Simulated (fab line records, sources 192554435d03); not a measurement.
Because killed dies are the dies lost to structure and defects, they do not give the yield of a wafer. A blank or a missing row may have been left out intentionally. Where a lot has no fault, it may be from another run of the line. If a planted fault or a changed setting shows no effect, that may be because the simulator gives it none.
What tool caused it?	flow n5 finfet	7 lots with 19 wafers sampled at 8 steps, on a route of 1938 steps

## WHAT THE GAUGES SHOWED, per wafer
N5_BEOL_M14_INSPECT_12: inspects for defects (macro).
lot	measured	on	raw defect count
L892	day 13 01:41	defect inspect-02	1 2 1
L899	day 14 16:05	defect inspect-02	3 5 2
L902	day 15 19:56	defect inspect-02	1 1
L904	day 16 08:23	defect inspect-01	2 4
L909	day 17 16:13	defect inspect-01	0 1 1
L911	day 17 20:52	defect inspect-02	1 3 1
L913	day 18 16:53	defect inspect-01	3 4 2

N5_BEOL_M14_OCD_MEAS_35.
lot	measured	on	trench depth nm (nm)
L892	day 13 03:38	ocd-02	580 554 543
L899	day 14 17:47	ocd-02	537 550 573
L902	day 15 21:47	ocd-02	552 509
L904	day 16 09:54	ocd-02	549 523
L909	day 17 17:42	ocd-02	564 542 563
L911	day 17 22:31	ocd-02	551 560 553
L913	day 18 18:30	ocd-02	566 556 561

N5_BEOL_M14_THK_MEAS_50: measures by xrf.
lot	measured	on	M14_THK (nm)
L892	day 13 07:09	film metro-01	579 552 540
L899	day 14 19:40	film metro-02	533 545 568
L902	day 16 01:44	film metro-02	550 507
L904	day 16 15:49	film metro-01	548 520
L909	day 17 22:02	film metro-01	562 542 564
L911	day 18 01:14	film metro-01	552 558 551
L913	day 18 20:34	film metro-01	559 552 559

N5_BEOL_M14_RS_MEAS_54: the measuring method here is four-point-probe.
lot	measured	on	M14_RS (ohm/sq)
L892	day 13 07:17	film metro-01	0.0319 0.0334 0.0342
L899	day 14 19:48	film metro-01	0.0345 0.0336 0.0324
L902	day 16 01:52	film metro-02	0.0335 0.0364
L904	day 16 15:56	film metro-02	0.0336 0.0354
L909	day 17 22:10	film metro-01	0.0328 0.0340 0.0328
L911	day 18 01:22	film metro-02	0.0335 0.0330 0.0336
L913	day 18 20:42	film metro-02	0.0328 0.0333 0.0329

N5_BEOL_M15_RC_MEAS_101.
lot	measured	on	COMB_M10 (S/m)	COMB_M11 (S/m)	COMB_M11_max_site (S/m)	COMB_M12 (S/m)	COMB_M13 (S/m)	COMB_M14 (S/m)	COMB_M15 (S/m)	COMB_M5 (S/m)	COMB_M6 (S/m)	COMB_M7 (S/m)	COMB_M8 (S/m)	COMB_M9 (S/m)	SERP_M10 (ohm/um)	SERP_M11 (ohm/um)	SERP_M12 (ohm/um)	SERP_M13 (ohm/um)	SERP_M14 (ohm/um)	SERP_M14_max_site (ohm/um)	SERP_M5 (ohm/um)	SERP_M6 (ohm/um)	SERP_M7 (ohm/um)	SERP_M8 (ohm/um)	SERP_M9 (ohm/um)
L892	day 13 14:14	prober-02	1.02e-11 7.3e-12 1.49e-11	2e-11 1.6e-11 1.3e-11	2.7e-11 1.9e-11 1.7e-11	4.6e-12 6.2e-12 6.3e-12	5e-12 5.2e-12 4.9e-12	2.2e-12 2.4e-12 2.6e-12	2.4e-12 2.1e-12 2.5e-12	3.4e-11 4e-11 3.9e-11	3.3e-11 3.4e-11 3.3e-11	1.8e-11 1.7e-11 1.4e-11	2.5e-11 1.4e-11 1.9e-11	1.3e-11 1.3e-11 1.5e-11	3.30 3.07 3.35	3.18 3.13 3.14	0.673 0.644 0.661	0.316 0.313 0.309	0.152 0.161 0.164	0.153 0.162 0.167	39.1 39.1 39.2	14.3 14.4 13.7	13.2 13.8 13.8	13.7 13.8 13.7	3.15 3.23 3.10
L899	day 15 01:08	prober-01	1.63e-11 1.81e-11 1.59e-11	1.9e-11 1.7e-11 1.7e-11	2.2e-11 2.3e-11 2.1e-11	5.4e-12 4.4e-12 6.6e-12	6.7e-12 4.1e-12 5.9e-12	3.6e-12 2.4e-12 4.6e-12	2.7e-12 2.5e-12 2.9e-12	4.6e-11 3.3e-11 4.2e-11	3.2e-11 2.6e-11 2e-11	2.9e-11 2.4e-11 1.9e-11	1.9e-11 2.7e-11 3e-11	1.8e-11 1.6e-11 1.5e-11	2.89 3.04 3.12	3.13 3.19 3.19	0.620 0.644 0.610	0.310 0.322 0.326	0.167 0.161 0.156	0.171 0.163 0.158	37.9 38.5 34.9	15.0 15.2 14.8	14.9 12.9 14.3	13.4 13.9 13.7	3.05 2.93 3.18
L902	day 16 07:44	prober-02	1.98e-11 2.26e-11	1e-11 1.2e-11	1.7e-11 1.7e-11	5.9e-12 6.2e-12	5.8e-12 4.7e-12	4.3e-12 4.1e-12	2.2e-12 1.8e-12	2.8e-11 3.1e-11	2.4e-11 2.5e-11	1.6e-11 2.1e-11	2.6e-11 1.9e-11	1.4e-11 1.3e-11	3.04 3.00	3.18 3.14	0.640 0.613	0.303 0.303	0.160 0.177	0.163 0.179	38.9 34.7	13.5 13.8	14.1 14.4	12.9 14.2	3.28 3.16
L904	day 16 21:34	prober-02	1.74e-11 1.74e-11	1.2e-11 1.5e-11	1.5e-11 2.3e-11	8.6e-12 6.6e-12	4.9e-12 5.2e-12	1.7e-12 2.5e-12	2.2e-12 1.8e-12	2.8e-11 3.5e-11	2.8e-11 2.6e-11	2.4e-11 2.4e-11	2.1e-11 1.7e-11	1.6e-11 1.1e-11	3.20 3.03	2.91 2.98	0.626 0.620	0.325 0.317	0.163 0.172	0.164 0.174	37.0 38.1	13.5 14.0	13.5 13.2	14.2 13.5	3.05 3.20
L909	day 18 04:44	prober-01	1.78e-11 1.75e-11 1.69e-11	1.9e-11 1.8e-11 1.7e-11	3.6e-11 2.9e-11 2.8e-11	6.3e-12 6.4e-12 7.3e-12	5.6e-12 6.9e-12 4.8e-12	3e-12 2.9e-12 3.6e-12	1.9e-12 3.1e-12 3.1e-12	3.9e-11 5.1e-11 2.9e-11	3.2e-11 2.4e-11 2.5e-11	2.9e-11 2.9e-11 3.1e-11	2.4e-11 2.3e-11 2.2e-11	1.2e-11 1.5e-11 1.4e-11	2.98 2.94 2.96	3.13 3.00 3.11	0.648 0.609 0.593	0.316 0.304 0.307	0.157 0.159 0.153	0.159 0.161 0.155	39.1 42.0 39.2	13.4 13.0 14.2	14.8 13.8 14.0	14.6 14.5 13.9	3.24 3.14 2.94
L911	day 18 09:25	prober-01	1.64e-11 9.6e-12 1.79e-11	1.6e-11 1.7e-11 1.4e-11	2e-11 2.6e-11 2.3e-11	6.1e-12 6.8e-12 6.4e-12	5.8e-12 4.3e-12 4.9e-12	3.5e-12 4e-12 3.1e-12	3.7e-12 3e-12 2.9e-12	3.9e-11 4.4e-11 4.1e-11	2.1e-11 2.8e-11 2.8e-11	2.7e-11 2e-11 2.5e-11	1.9e-11 2.6e-11 2.5e-11	1.6e-11 1.6e-11 1.7e-11	3.25 3.23 3.14	3.10 2.98 3.13	0.631 0.630 0.633	0.306 0.301 0.310	0.162 0.164 0.162	0.165 0.166 0.163	36.8 39.9 37.1	13.5 14.0 14.2	13.8 14.5 13.6	14.0 13.6 13.4	3.11 3.12 3.12
L913	day 19 02:32	prober-01	1.93e-11 1.66e-11 1.7e-11	1.5e-11 1.6e-11 1.9e-11	2e-11 2e-11 2.1e-11	5.7e-12 9.5e-12 7.1e-12	6.4e-12 4.5e-12 5.9e-12	4.8e-12 3.4e-12 5.9e-12	3.4e-12 3.4e-12 3.1e-12	3.3e-11 2.8e-11 5.1e-11	2.1e-11 2.7e-11 2e-11	2.6e-11 2.5e-11 3e-11	2.2e-11 2.5e-11 2.1e-11	1.2e-11 1.5e-11 1.6e-11	3.13 3.11 2.95	3.19 3.16 3.16	0.643 0.642 0.614	0.314 0.317 0.306	0.161 0.163 0.160	0.163 0.164 0.162	38.7 38.0 36.7	14.5 14.1 14.3	13.6 13.9 14.1	14.3 14.5 14.0	3.14 3.04 3.14

## WHAT TOOL EACH LOT RAN ON (gives the tool, then ch and the chambers of the sampled wafers, and finally the start)
lot	N5_BEOL_M14_ETCH_68	N5_BEOL_M14_TRENCH_ETCH_34	N5_BEOL_M14_PRE_CLEAN_42
L892	rie diel-05 ch 0,1,3, day 13 03:13	rie diel-05 ch 0,1,3, day 13 03:29	pvd sputter-03, day 13 06:03
L899	rie diel-05 ch 0,2,3, day 14 17:21	rie diel-05 ch 0,2,3, day 14 17:38	pvd sputter-02, day 14 18:34
L902	rie diel-05 ch 0,2, day 15 21:21	rie diel-05 ch 0,2, day 15 21:37	pvd sputter-01, day 16 00:38
L904	rie diel-05 ch 1,2, day 16 09:28	rie diel-05 ch 1,2, day 16 09:44	pvd sputter-03, day 16 14:14
L909	rie diel-02 ch 0,1, day 17 17:16	rie diel-02 ch 0,1, day 17 17:33	pvd sputter-01, day 17 19:58
L911	rie diel-06 ch 0,1, day 17 22:05	rie diel-06 ch 0,1, day 17 22:21	pvd sputter-01, day 17 23:59
L913	rie diel-06 ch 0,1,2, day 18 18:04	rie diel-06 ch 0,1,2, day 18 18:21	pvd sputter-02, day 18 19:28
- N5_BEOL_M14_ETCH_68: etches SOC in N2/H2, time 450 s.
- N5_BEOL_M14_TRENCH_ETCH_34: etches SiO2 in C4F8/O2/Ar, target depth 556.65 nm, time 126.9 s.
- N5_BEOL_M14_PRE_CLEAN_42: time 30 s.

## AS READ BY THE TOOLS THEMSELVES (means over the sampled wafers that have a number; for cases with no such wafer, the mark the record gives instead)
N5_BEOL_M14_ETCH_68.
lot	tool	drypump motor current A (A)	oes product au (a.u.)	rf vpp V (V)	showerhead plenum p Torr (Torr)	throttle valve pct (%)
L892	rie diel-05	5.7	0.74	524.4	2.54	17.96
L899	rie diel-05	5.7	0.81	523.3	2.53	17.77
L902	rie diel-05	5.8	0.79	522.6	2.50	17.73
L904	rie diel-05	5.5	0.79	523.2	2.50	17.77
L909	rie diel-02	5.1	0.86	524.7	2.54	17.62
L911	rie diel-06	5.8	0.79	524.4	2.55	17.85
L913	rie diel-06	5.9	0.83	523.8	2.53	17.74

N5_BEOL_M14_TRENCH_ETCH_34.
lot	tool	drypump motor current A (A)	oes product au (a.u.)	rf vpp V (V)	showerhead plenum p Torr (Torr)	throttle valve pct (%)
L892	rie diel-05	5.7	0.74	2202	3.41	30.96
L899	rie diel-05	5.7	0.80	2210	3.41	30.85
L902	rie diel-05	5.9	0.78	2226	3.39	30.87
L904	rie diel-05	5.5	0.78	2211	3.37	30.80
L909	rie diel-02	5.1	0.86	2191	3.44	30.83
L911	rie diel-06	5.8	0.78	2228	3.44	30.90
L913	rie diel-06	6.0	0.82	2242	3.42	30.83

N5_BEOL_M14_PRE_CLEAN_42.
lot	tool	heater power w (W)
L892	pvd sputter-03	452
L899	pvd sputter-02	431
L902	pvd sputter-01	524
L904	pvd sputter-03	454
L909	pvd sputter-01	499
L911	pvd sputter-01	520
L913	pvd sputter-02	492

## THE ANSWER, worked out from the rows above alone
Rule: the usual values come from the lots themselves. Put in order of their means at a reading, lots are off if they are a third of the lots or fewer, leave a main group of 4 or more, and stand apart from it by a gap of 3 or more times the standard deviation of the main group's means; of several such gaps the widest counts. If all means in a main group match to the digits the tables above print for the reading, that group is not used. A lot without any number at a reading at which 4 lots or more have one is off too. Any other lot the step has rows for is counted as sound. First the gauges in route order, then the tools' own readings, where a lot's mean is used as printed above. At the first step where some lot is off, the reading lying furthest off is the one used; lots without a number count as furthest.
Off, at N5_BEOL_M14_OCD_MEAS_35 on trench depth nm: L902, L904. For the main group the mean is 557 nm and the standard deviation 2.8.
A tool fits if, at a process step before that reading, it ran every lot that is off, and no sound lot after the first of them. Not tried: the gauges at N5_BEOL_M14_OCD_MEAS_35; whatever is off there is also off at N5_BEOL_M14_THK_MEAS_50, on other tools, and gauge error can't account for it. One fits: N5_BEOL_M14_ETCH_68 and N5_BEOL_M14_TRENCH_ETCH_34 on rie diel-05. At N5_BEOL_M14_ETCH_68 its last sound lot is L899 (day 14 17:21), its first lot that is off L902 (day 15 21:21): a fault that began between those two fits.
The tool's own readings at N5_BEOL_M14_ETCH_68 bear it out: on the lots that are off they differ by more than 5 times the standard deviation of the sound lots' means. showerhead plenum p Torr reads 2.50 Torr there against 2.54 Torr on the sound lots.

## WHAT THE SIMULATOR HAD INSERTED
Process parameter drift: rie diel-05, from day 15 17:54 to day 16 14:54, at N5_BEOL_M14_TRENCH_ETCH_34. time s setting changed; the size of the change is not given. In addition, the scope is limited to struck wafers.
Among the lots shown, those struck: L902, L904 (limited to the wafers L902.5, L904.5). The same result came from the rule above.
